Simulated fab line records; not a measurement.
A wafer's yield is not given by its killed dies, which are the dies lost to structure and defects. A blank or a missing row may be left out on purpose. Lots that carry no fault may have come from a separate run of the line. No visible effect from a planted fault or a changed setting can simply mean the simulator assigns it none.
fab line records	flow n5-finfet
record lots=24	wafers=72	last-day=18
route steps=1938 shown BEOL_M6@1197 BEOL_M7@1267
lots that met no fault: from a run of the same line without faults
start-h: start of the lot's first displayed wafer, in hours after the record's first day	wait-h: time in hours since the lot's previous step	" as in the row above	L1.1+2: one row covering several wafers at once	- value missing, or start not given	* or withheld: withheld	< > ~ a bound
route shown NAME@n: NAME is a module with steps in the file, n the number in the route of the first one	usual: mean/standard deviation of fault-free wafers	same: alike in all rows	chamber/n: place in a boat	sites: each site's reading	_std_site: the values' standard deviation	_edge_site: mean of outer sites minus mean of inner sites	radius-mm: for every site, how far away it sits from the centre of the wafer	mask NAME#n: copy n	behind: the tool/chamber that last shaped the wafer	hold: cause of the lot's hold/its duration in hours/its outcome	device: whichever transistor did not switch (one of n, p or np)	end of line: tests of these same wafers at the route's end	step lacking rows: just its recipe	killed: the dies lost at the first sort to structure and to defects; this is not the yield of the wafer	map: shows each die of a wafer: x if killed, . if not, _ if none is there
set.NAME: the setting the step ran with; set.NAME@STEP: the setting that earlier step ran with	model.NAME: the simulator's own value behind a step, which no gauge read
steps of the route over a sample of lots; a table a step, a row a wafer
services: when a tool's chamber went out of use (start-h, in hours from the record's first day, below 0 if earlier), for how many hours, and the reason
## steps
# step N5_BEOL_M6_PECVD_70
# recipe material=SiO2	target-thk-a=200	temp-c=400	precursor=TEOS/O2	pressure-torr=5.5	rf-w=450	teos-flow-sccm=53.8	gas=O2	flow-sccm=3000	time-s=22.7
# usual heater-power-w=698/120	showerhead-plenum-p-Torr=8.77/0.045	throttle-valve-pct=22.2/0.93
lot.wafer	tool	chamber	start-h	wait-h	heater-power-w	showerhead-plenum-p-Torr	since-wet-clean-h	throttle-valve-pct
L074.2	pecvd-01	0	192.34	0.0	541	8.84	216	21.1
L074.4	"	1	"	"	963	8.75	-	23.6
L074.5	"	2	"	"	516	8.81	-	21.9
L075.1	pecvd-04	2	199.34	0.0	678	8.73	491	21.6
L075.4	"	2	"	"	677	8.71	-	22.1
L075.6	"	0	"	"	717	8.79	-	21.7
L076.2	pecvd-04	2	207.72	0.0	801	8.70	499	21.9
L076.5	"	0	"	"	688	8.79	-	21.7
L076.6	"	2	"	"	793	8.73	-	21.8
L077.1	pecvd-04	2	213.23	0.0	806	8.74	504	22.0
L077.4	"	0	"	"	710	8.79	-	22.1
L077.6	"	1	"	"	677	8.70	-	22.6
L079.1	pecvd-01	0	213.53	0.0	616	8.85	237	21.1
L079.2	"	2	"	"	533	8.79	345	22.0
L079.3	"	1	"	"	872	8.76	1824	23.5
L078.1	pecvd-03	0	217.62	0.0	635	8.78	922	22.0
L078.3	"	2	"	"	676	8.76	168	19.8
L078.6	"	1	"	"	604	8.74	-	24.0
L080.3	pecvd-03	1	232.05	0.0	583	8.74	1661	24.1
L080.4	"	0	"	"	718	8.77	-	22.2
L080.5	"	1	"	"	578	8.73	-	24.0
L081.1	pecvd-01	0	234.46	0.0	655	8.83	258	21.4
L081.5	"	1	"	"	769	8.78	-	23.2
L081.6	"	2	"	"	635	8.79	-	22.2
L082.1	pecvd-01	1	239.59	0.0	835	8.74	1850	23.6
L082.5	"	0	"	"	617	8.82	-	21.3
L082.6	"	2	"	"	524	8.78	-	22.0
L083.2	pecvd-04	0	251.00	0.0	678	8.77	1317	22.0
L083.3	"	1	"	"	685	8.69	2042	22.3
L083.4	"	0	"	"	652	8.79	-	21.9
L085.1	pecvd-01	2	251.56	0.0	566	8.82	383	22.1
L085.3	"	0	"	"	584	8.81	275	21.5
L085.4	"	1	"	"	901	8.77	-	23.5
L084.1	pecvd-04	2	257.20	0.0	658	8.73	548	22.0
L084.2	"	1	"	"	696	8.69	2049	22.4
L084.3	"	0	"	"	672	8.80	1324	22.2
L088.1	pecvd-04	2	260.47	0.0	787	8.71	552	22.3
L088.2	"	0	"	"	639	8.79	1327	22.1
L088.5	"	2	"	"	782	8.71	-	21.8
L086.1	pecvd-01	2	262.55	0.0	620	8.78	394	22.1
L086.3	"	1	"	"	860	8.78	1873	23.4
L086.5	"	1	"	"	870	8.76	-	23.4
L089.1	pecvd-03	0	279.84	0.0	723	8.81	984	22.4
L089.4	"	0	"	"	733	8.79	-	22.1
L089.6	"	2	"	"	766	8.76	-	20.1
L087.3	pecvd-01	1	280.12	0.1	873	8.76	-	23.5
L087.4	"	0	"	"	606	8.84	-	21.4
L087.5	"	0	"	"	602	8.83	-	21.2
L090.1	pecvd-01	0	286.60	0.0	629	8.82	310	21.3
L090.2	"	1	"	"	964	8.77	1897	23.6
L090.3	"	2	"	"	569	8.80	418	22.1
L091.1	pecvd-04	2	304.33	0.0	815	8.73	596	22.0
L091.3	"	0	"	"	665	8.79	1371	21.8
L091.6	"	1	"	"	620	8.69	-	22.5
L092.1	pecvd-04	2	306.66	0.0	811	8.71	598	22.2
L092.4	"	0	"	"	675	8.78	-	22.0
L092.6	"	2	"	"	818	8.74	-	22.2
L094.1	pecvd-01	1	308.72	0.0	971	8.77	1919	23.6
L094.2	"	0	"	"	631	8.83	332	21.4
L094.5	"	1	"	"	959	8.74	-	23.4
L093.3	pecvd-03	0	311.04	0.0	693	8.82	1015	22.4
L093.4	"	2	"	"	691	8.76	-	20.2
L093.5	"	0	"	"	681	8.83	-	22.3
L096.1	pecvd-01	0	311.18	0.0	637	8.83	335	21.6
L096.2	"	1	"	"	950	8.76	1921	23.4
L096.6	"	0	"	"	662	8.82	-	21.3
L095.1	pecvd-04	1	326.71	0.0	610	8.69	2118	22.2
L095.2	"	0	"	"	672	8.79	1393	21.9
L095.5	"	2	"	"	671	8.74	-	21.9
L097.1	pecvd-01	2	334.82	0.0	610	8.82	466	22.1
L097.3	"	1	"	"	985	8.75	1945	23.3
L097.5	"	1	"	"	943	8.76	-	23.6
# step N5_BEOL_M6_CD_MEAS_11
# recipe target-cd-nm=38.5	landing-energy-ev=500	detector=se-inlens	polarity=opening
# usual cd-nm=38.4/0.5
lot.wafer	tool	chamber	start-h	wait-h	cd-nm
L074.2	cd-sem-03	0	193.30	-	38.9
L074.4	"	0	"	"	37.5
L074.5	"	0	"	"	38.2
L075.1	cd-sem-03	0	201.07	-	38.5
L075.4	"	0	"	"	38.1
L075.6	"	0	"	"	37.9
L076.2	cd-sem-03	0	210.01	-	38.6
L076.5	"	0	"	"	38.5
L076.6	"	0	"	"	38.0
L077.1	cd-sem-02	0	215.29	-	38.5
L077.4	"	0	"	"	38.8
L077.6	"	0	"	"	38.8
L079.1	cd-sem-01	0	215.45	-	38.8
L079.2	"	0	"	"	38.3
L079.3	"	0	"	"	38.5
L078.1	cd-sem-01	0	220.58	-	38.4
L078.3	"	0	"	"	38.1
L078.6	"	0	"	"	38.1
L080.3	cd-sem-01	0	233.77	-	38.6
L080.4	"	0	"	"	38.0
L080.5	"	0	"	"	38.1
L081.1	cd-sem-01	0	238.25	-	38.2
L081.5	"	0	"	"	38.6
L081.6	"	0	"	"	38.4
L082.1	cd-sem-03	0	241.75	-	39.7
L082.5	"	0	"	"	38.3
L082.6	"	0	"	"	38.4
L083.2	cd-sem-03	0	252.88	-	39.5
L083.3	"	0	"	"	38.3
L083.4	"	0	"	"	38.4
L085.1	cd-sem-03	0	253.10	-	37.5
L085.3	"	0	"	"	38.9
L085.4	"	0	"	"	37.6
L084.1	cd-sem-01	0	258.57	-	38.3
L084.2	"	0	"	"	38.6
L084.3	"	0	"	"	39.8
L088.1	cd-sem-03	0	261.32	-	38.0
L088.2	"	0	"	"	38.0
L088.5	"	0	"	"	38.3
L086.1	cd-sem-01	0	263.64	-	38.2
L086.3	"	0	"	"	38.1
L086.5	"	0	"	"	37.6
L089.1	cd-sem-03	0	281.84	-	37.9
L089.4	"	0	"	"	38.3
L089.6	"	0	"	"	38.1
L087.3	cd-sem-03	0	282.02	-	38.5
L087.4	"	0	"	"	38.3
L087.5	"	0	"	"	38.6
L090.1	cd-sem-02	0	288.66	-	38.1
L090.2	"	0	"	"	38.2
L090.3	"	0	"	"	37.8
L091.1	cd-sem-03	0	308.20	-	38.8
L091.3	"	0	"	"	38.5
L091.6	"	0	"	"	38.3
L092.1	cd-sem-01	0	308.72	-	38.5
L092.4	"	0	"	"	39.4
L092.6	"	0	"	"	37.6
L094.1	cd-sem-02	0	309.49	-	37.7
L094.2	"	0	"	"	38.0
L094.5	"	0	"	"	38.4
L093.3	cd-sem-03	0	312.01	-	38.1
L093.4	"	0	"	"	38.1
L093.5	"	0	"	"	38.3
L096.1	cd-sem-02	0	312.21	-	39.6
L096.2	"	0	"	"	38.6
L096.6	"	0	"	"	38.1
L095.1	cd-sem-03	0	329.30	-	39.0
L095.2	"	0	"	"	38.7
L095.5	"	0	"	"	38.9
L097.1	cd-sem-03	0	335.79	-	38.0
L097.3	"	0	"	"	38.5
L097.5	"	0	"	"	37.8
# step N5_BEOL_M6_CURE_75
# recipe temp-c=370	time-s=120	ambient=DMADMS/He	material=SiCOH_lowk
# usual lamp-power-pct=52.31/0.054	wafer_temp_C_max=371.6/0.63
lot.wafer	tool	chamber	start-h	wait-h	lamp-power-pct	wafer_temp_C_max
L074.2	uv-cure-03	0	194.95	0.1	52.27	371.9
L074.4	"	0	"	"	52.31	371.6
L074.5	"	0	"	"	52.24	371.8
L075.1	uv-cure-03	1	205.79	0.0	52.35	371.3
L075.4	"	1	"	"	52.30	371.0
L075.6	"	1	"	"	52.28	370.8
L076.2	uv-cure-02	2	211.85	0.1	52.38	371.3
L076.5	"	2	"	"	52.27	371.0
L076.6	"	2	"	"	52.34	371.3
L077.1	uv-cure-03	0	217.07	0.0	52.42	371.5
L077.4	"	0	"	"	52.29	371.2
L077.6	"	0	"	"	52.34	371.7
L079.1	uv-cure-03	0	220.27	0.0	52.30	371.1
L079.2	"	0	"	"	52.33	371.8
L079.3	"	0	"	"	52.33	371.6
L078.1	uv-cure-01	1	224.90	0.0	52.42	372.2
L078.3	"	1	"	"	52.36	371.8
L078.6	"	1	"	"	52.31	371.9
L080.3	uv-cure-03	0	238.09	0.1	52.36	371.5
L080.4	"	0	"	"	52.25	371.0
L080.5	"	0	"	"	52.32	371.1
L081.1	uv-cure-01	1	241.88	0.0	52.33	371.8
L081.5	"	1	"	"	52.29	372.1
L081.6	"	1	"	"	52.32	371.4
L082.1	uv-cure-02	0	243.85	0.0	52.30	371.9
L082.5	"	0	"	"	52.24	371.1
L082.6	"	0	"	"	52.40	371.7
L083.2	uv-cure-03	0	255.82	0.2	52.32	372.0
L083.3	"	0	"	"	52.29	371.3
L083.4	"	0	"	"	52.33	371.2
L085.1	uv-cure-01	2	256.20	0.2	52.33	371.8
L085.3	"	2	"	"	52.32	371.7
L085.4	"	2	"	"	52.35	372.3
L084.1	uv-cure-01	2	262.58	0.0	52.36	371.5
L084.2	"	2	"	"	52.27	371.4
L084.3	"	2	"	"	52.37	372.4
L088.1	uv-cure-01	1	263.18	0.1	52.35	371.8
L088.2	"	1	"	"	52.28	371.2
L088.5	"	1	"	"	52.24	372.3
L086.1	uv-cure-01	0	267.03	0.0	52.38	371.5
L086.3	"	0	"	"	52.31	371.9
L086.5	"	0	"	"	52.35	371.5
L087.3	uv-cure-02	1	285.27	0.1	52.37	370.9
L087.4	"	1	"	"	52.32	371.4
L087.5	"	1	"	"	52.29	370.7
L089.1	uv-cure-02	1	285.47	0.1	52.31	371.4
L089.4	"	1	"	"	52.32	370.3
L089.6	"	1	"	"	52.29	370.6
L090.1	uv-cure-02	2	292.18	0.0	52.29	371.2
L090.2	"	2	"	"	52.39	370.7
L090.3	"	2	"	"	52.39	370.9
L091.1	uv-cure-03	0	309.83	0.0	52.23	370.9
L091.3	"	0	"	"	52.35	370.8
L091.6	"	0	"	"	52.40	371.2
L092.1	uv-cure-03	2	312.17	0.0	52.30	372.8
L092.4	"	2	"	"	52.33	372.1
L092.6	"	2	"	"	52.22	372.6
L094.1	uv-cure-02	2	312.52	0.0	52.35	370.9
L094.2	"	2	"	"	52.31	371.2
L094.5	"	2	"	"	52.31	370.9
L096.1	uv-cure-02	2	314.46	0.0	52.25	370.9
L096.2	"	2	"	"	52.25	371.2
L096.6	"	2	"	"	52.33	371.3
L093.3	uv-cure-03	2	315.03	0.1	52.36	372.3
L093.4	"	2	"	"	52.22	372.1
L093.5	"	2	"	"	52.35	372.4
L095.1	uv-cure-02	2	334.81	0.0	52.26	370.9
L095.2	"	2	"	"	52.32	370.7
L095.5	"	2	"	"	52.40	371.4
L097.1	uv-cure-03	2	339.60	0.0	52.35	372.5
L097.3	"	2	"	"	52.41	372.6
L097.5	"	2	"	"	52.35	372.5
# step N5_BEOL_M6_ANNEAL_51
# recipe temp-c=225	time-s=90	ambient=N2
# usual wafer_temp_C_max=226.1/0.45
lot.wafer	tool	chamber	start-h	wait-h	wafer_temp_C_max
L074.2	rtp-anneal-01	0	197.74	0.2	225.5
L074.4	"	0	"	"	225.9
L074.5	"	0	"	"	225.6
L075.1	rtp-anneal-01	0	207.19	0.4	225.1
L075.4	"	0	"	"	225.8
L075.6	"	0	"	"	225.5
L076.2	rtp-anneal-01	0	214.95	0.1	225.6
L076.5	"	0	"	"	225.5
L076.6	"	0	"	"	225.6
L077.1	rtp-anneal-01	0	220.92	0.2	225.9
L077.4	"	0	"	"	225.6
L077.6	"	0	"	"	225.7
L079.1	rtp-anneal-01	0	221.99	0.6	225.7
L079.2	"	0	"	"	225.9
L079.3	"	0	"	"	226.2
L078.1	rtp-anneal-02	0	226.77	0.6	226.9
L078.3	"	0	"	"	226.6
L078.6	"	0	"	"	226.1
L080.3	rtp-anneal-01	0	239.22	0.1	225.9
L080.4	"	0	"	"	225.8
L080.5	"	0	"	"	225.7
L081.1	rtp-anneal-02	0	244.01	0.1	226.3
L081.5	"	0	"	"	226.5
L081.6	"	0	"	"	226.9
L082.1	rtp-anneal-02	0	245.33	0.1	226.3
L082.5	"	0	"	"	226.3
L082.6	"	0	"	"	227.1
L083.2	rtp-anneal-02	0	257.63	0.1	226.6
L083.3	"	0	"	"	227.0
L083.4	"	0	"	"	226.8
L085.1	rtp-anneal-02	0	258.51	0.1	226.6
L085.3	"	0	"	"	226.8
L085.4	"	0	"	"	226.5
L084.1	rtp-anneal-01	0	264.90	0.8	225.8
L084.2	"	0	"	"	225.7
L084.3	"	0	"	"	225.7
L088.1	rtp-anneal-02	0	266.22	1.2	226.8
L088.2	"	0	"	"	226.7
L088.5	"	0	"	"	226.0
L086.1	rtp-anneal-01	0	269.85	0.3	225.6
L086.3	"	0	"	"	225.7
L086.5	"	0	"	"	226.0
L087.3	rtp-anneal-02	0	288.86	0.5	226.4
L087.4	"	0	"	"	227.3
L087.5	"	0	"	"	226.8
L089.1	rtp-anneal-02	0	289.04	0.6	226.4
L089.4	"	0	"	"	226.5
L089.6	"	0	"	"	226.7
L090.1	rtp-anneal-01	0	293.93	0.2	225.7
L090.2	"	0	"	"	225.6
L090.3	"	0	"	"	225.7
L091.1	rtp-anneal-01	0	312.36	0.1	225.6
L091.3	"	0	"	"	226.0
L091.6	"	0	"	"	225.6
L092.1	rtp-anneal-02	0	315.16	0.1	226.5
L092.4	"	0	"	"	226.3
L092.6	"	0	"	"	226.5
L094.1	rtp-anneal-02	0	316.09	0.8	226.4
L094.2	"	0	"	"	226.6
L094.5	"	0	"	"	226.9
L096.1	rtp-anneal-02	0	316.81	1.1	226.9
L096.2	"	0	"	"	226.5
L096.6	"	0	"	"	226.2
L093.3	rtp-anneal-01	0	317.23	0.6	225.9
L093.4	"	0	"	"	225.6
L093.5	"	0	"	"	226.1
L095.1	rtp-anneal-01	0	336.48	0.3	225.8
L095.2	"	0	"	"	225.6
L095.5	"	0	"	"	225.6
L097.1	rtp-anneal-01	0	341.06	0.1	225.8
L097.3	"	0	"	"	225.7
L097.5	"	0	"	"	225.6
# step N5_BEOL_M6_THK_MEAS_53
# recipe thk-meas-gauge=xrf	reads=Cu_of_BEOL_M6_ECD_50
# usual M6_THK=80.0/2.4
lot.wafer	tool	chamber	start-h	wait-h	M6_THK[nm]
L074.2	film-metro-02	-	198.29	-	79.9
L074.4	"	-	"	"	82.5
L074.5	"	-	"	"	79.2
L075.1	film-metro-01	-	207.80	-	85.2
L075.4	"	-	"	"	78.3
L075.6	"	-	"	"	82.5
L076.2	film-metro-01	-	215.50	-	76.2
L076.5	"	-	"	"	78.8
L076.6	"	-	"	"	76.5
L077.1	film-metro-02	-	221.57	-	80.5
L077.4	"	-	"	"	76.7
L077.6	"	-	"	"	81.9
L079.1	film-metro-01	-	222.59	-	76.8
L079.2	"	-	"	"	76.2
L079.3	"	-	"	"	80.1
L078.1	film-metro-01	-	227.36	-	85.3
L078.3	"	-	"	"	80.2
L078.6	"	-	"	"	79.2
L080.3	film-metro-02	-	239.73	-	82.8
L080.4	"	-	"	"	81.5
L080.5	"	-	"	"	80.5
L081.1	film-metro-02	-	244.60	-	79.3
L081.5	"	-	"	"	77.1
L081.6	"	-	"	"	80.5
L082.1	film-metro-01	-	245.92	-	83.8
L082.5	"	-	"	"	80.6
L082.6	"	-	"	"	82.8
L083.2	film-metro-02	-	258.34	-	79.8
L083.3	"	-	"	"	77.9
L083.4	"	-	"	"	80.9
L085.1	film-metro-01	-	259.46	-	79.9
L085.3	"	-	"	"	75.7
L085.4	"	-	"	"	79.2
L084.1	film-metro-02	-	265.76	-	80.4
L084.2	"	-	"	"	82.6
L084.3	"	-	"	"	78.8
L088.1	film-metro-02	-	266.82	-	80.4
L088.2	"	-	"	"	79.8
L088.5	"	-	"	"	81.3
L086.1	film-metro-01	-	270.71	-	79.6
L086.3	"	-	"	"	80.4
L086.5	"	-	"	"	79.8
L087.3	film-metro-01	-	289.38	-	77.0
L087.4	"	-	"	"	80.4
L087.5	"	-	"	"	80.9
L089.1	film-metro-02	-	289.64	-	78.1
L089.4	"	-	"	"	77.6
L089.6	"	-	"	"	78.9
L090.1	film-metro-01	-	294.54	-	76.7
L090.2	"	-	"	"	75.2
L090.3	"	-	"	"	79.8
L091.1	film-metro-02	-	312.95	-	77.1
L091.3	"	-	"	"	81.5
L091.6	"	-	"	"	76.9
L092.1	film-metro-01	-	315.75	-	75.1
L092.4	"	-	"	"	78.6
L092.6	"	-	"	"	80.1
L094.1	film-metro-01	-	316.68	-	84.9
L094.2	"	-	"	"	79.4
L094.5	"	-	"	"	79.4
L096.1	film-metro-02	-	317.42	-	84.9
L096.2	"	-	"	"	80.1
L096.6	"	-	"	"	84.3
L093.3	film-metro-01	-	317.81	-	82.4
L093.4	"	-	"	"	81.0
L093.5	"	-	"	"	82.7
L095.1	film-metro-01	-	337.07	-	79.4
L095.2	"	-	"	"	78.2
L095.5	"	-	"	"	79.5
L097.1	film-metro-02	-	341.65	-	80.0
L097.3	"	-	"	"	78.4
L097.5	"	-	"	"	79.5
# step N5_BEOL_M7_HM_DEP_02
# recipe material=TiN	target-thk-a=200	temp-c=25	chamber-pressure-pa=0.49996
# usual chamber-pressure-pa=0.4999/0.001	throttle-valve-pct=29.6/1.1
lot.wafer	tool	chamber	start-h	wait-h	chamber-pressure-pa	throttle-valve-pct
L074.2	pvd-sputter-01	-	200.47	1.4	0.4992	27.7
L074.4	"	-	"	"	0.4997	31.2
L074.5	"	-	"	"	0.5007	27.7
L075.1	pvd-sputter-02	-	209.95	1.3	0.5006	28.7
L075.4	"	-	"	"	0.5004	29.7
L075.6	"	-	"	"	0.5010	30.4
L076.2	pvd-sputter-01	-	219.20	2.8	0.5012	30.5
L076.5	"	-	"	"	0.4986	31.0
L076.6	"	-	"	"	0.4986	27.7
L077.1	pvd-sputter-03	-	224.76	2.4	0.5011	31.0
L077.4	"	-	"	"	0.5009	29.7
L077.6	"	-	"	"	0.5013	31.0
L079.1	pvd-sputter-01	-	225.02	1.6	0.4992	27.7
L079.2	"	-	"	"	0.4975	29.1
L079.3	"	-	"	"	0.5004	30.7
L078.1	pvd-sputter-01	-	228.80	0.6	0.4999	29.2
L078.3	"	-	"	"	0.5000	30.8
L078.6	"	-	"	"	0.4997	30.8
L080.3	pvd-sputter-03	-	241.43	0.9	0.4968	28.8
L080.4	"	-	"	"	0.4994	29.8
L080.5	"	-	"	"	0.5005	29.8
L081.1	pvd-sputter-02	-	249.08	3.7	0.5012	29.7
L081.5	"	-	"	"	0.4994	29.0
L081.6	"	-	"	"	0.5002	28.8
L082.1	pvd-sputter-02	-	249.28	2.2	0.5011	28.7
L082.5	"	-	"	"	0.5001	30.5
L082.6	"	-	"	"	0.4989	29.6
L083.2	pvd-sputter-03	-	259.48	0.3	0.5007	29.8
L083.3	"	-	"	"	0.4998	29.9
L083.4	"	-	"	"	0.5002	28.6
L085.1	pvd-sputter-01	-	260.76	0.5	0.5003	29.3
L085.3	"	-	"	"	0.5005	31.0
L085.4	"	-	"	"	0.4992	27.9
L084.1	pvd-sputter-01	-	268.74	2.1	0.4991	31.0
L084.2	"	-	"	"	0.5005	27.7
L084.3	"	-	"	"	0.4992	29.1
L088.1	pvd-sputter-01	-	269.22	1.3	0.4987	30.7
L088.2	"	-	"	"	0.5003	31.1
L088.5	"	-	"	"	0.5000	29.3
L086.1	pvd-sputter-02	-	272.56	1.0	0.4997	28.7
L086.3	"	-	"	"	0.4998	30.2
L086.5	"	-	"	"	0.5006	28.8
L087.3	pvd-sputter-03	-	292.40	2.1	0.5012	28.4
L087.4	"	-	"	"	0.4997	29.9
L087.5	"	-	"	"	0.4999	28.6
L089.1	pvd-sputter-03	-	292.50	2.0	0.5001	30.2
L089.4	"	-	"	"	0.4997	31.0
L089.6	"	-	"	"	0.4996	30.0
L090.1	pvd-sputter-02	-	296.35	0.5	0.5004	29.0
L090.2	"	-	"	"	0.4997	29.7
L090.3	"	-	"	"	0.5014	28.7
L091.1	pvd-sputter-01	-	314.49	0.7	0.4995	29.2
L091.3	"	-	"	"	0.5018	30.7
L091.6	"	-	"	"	0.5001	31.4
L092.1	pvd-sputter-03	-	317.43	0.8	0.5001	30.6
L092.4	"	-	"	"	0.5004	28.8
L092.6	"	-	"	"	0.5009	28.7
L094.1	pvd-sputter-01	-	319.05	1.5	0.5004	31.3
L094.2	"	-	"	"	0.4982	27.8
L094.5	"	-	"	"	0.5005	30.9
L096.1	pvd-sputter-03	-	319.53	1.3	0.5009	30.0
L096.2	"	-	"	"	0.5001	28.7
L096.6	"	-	"	"	0.5000	29.7
L093.3	pvd-sputter-03	-	319.63	1.0	0.4991	29.5
L093.4	"	-	"	"	0.4992	30.7
L093.5	"	-	"	"	0.4994	29.5
L095.1	pvd-sputter-03	-	339.63	1.7	0.4998	28.3
L095.2	"	-	"	"	0.5004	29.6
L095.5	"	-	"	"	0.5007	29.7
L097.1	pvd-sputter-01	-	344.11	1.6	0.5000	31.4
L097.3	"	-	"	"	0.4993	29.3
L097.5	"	-	"	"	0.4998	27.4
## services
tool	chamber	start-h	hours	kind
uv-cure-01	-	186.64	3.0	repair
pecvd-03	1	190.69	5.5	scheduled-down
uv-cure-02	-	198.49	0.7	repair
pecvd-04	1	199.84	2.1	scheduled-down
uv-cure-01	-	211.36	3.4	pm
pecvd-01	-	216.10	0.8	repair
pvd-sputter-03	-	216.20	4.0	repair
uv-cure-03	-	245.83	0.7	repair
uv-cure-02	-	251.43	5.2	repair
pecvd-04	0	262.33	5.5	scheduled-down
pecvd-01	2	263.32	2.1	scheduled-down
uv-cure-03	-	266.58	0.9	repair
pecvd-04	-	270.79	3.2	repair
pecvd-01	2	272.76	7.5	repair
pecvd-03	1	281.86	19.3	repair
pecvd-04	0	286.04	5.0	scheduled-down
pecvd-01	2	310.46	16.5	scheduled-down
pecvd-01	-	316.00	14.6	pm
## key
fault none
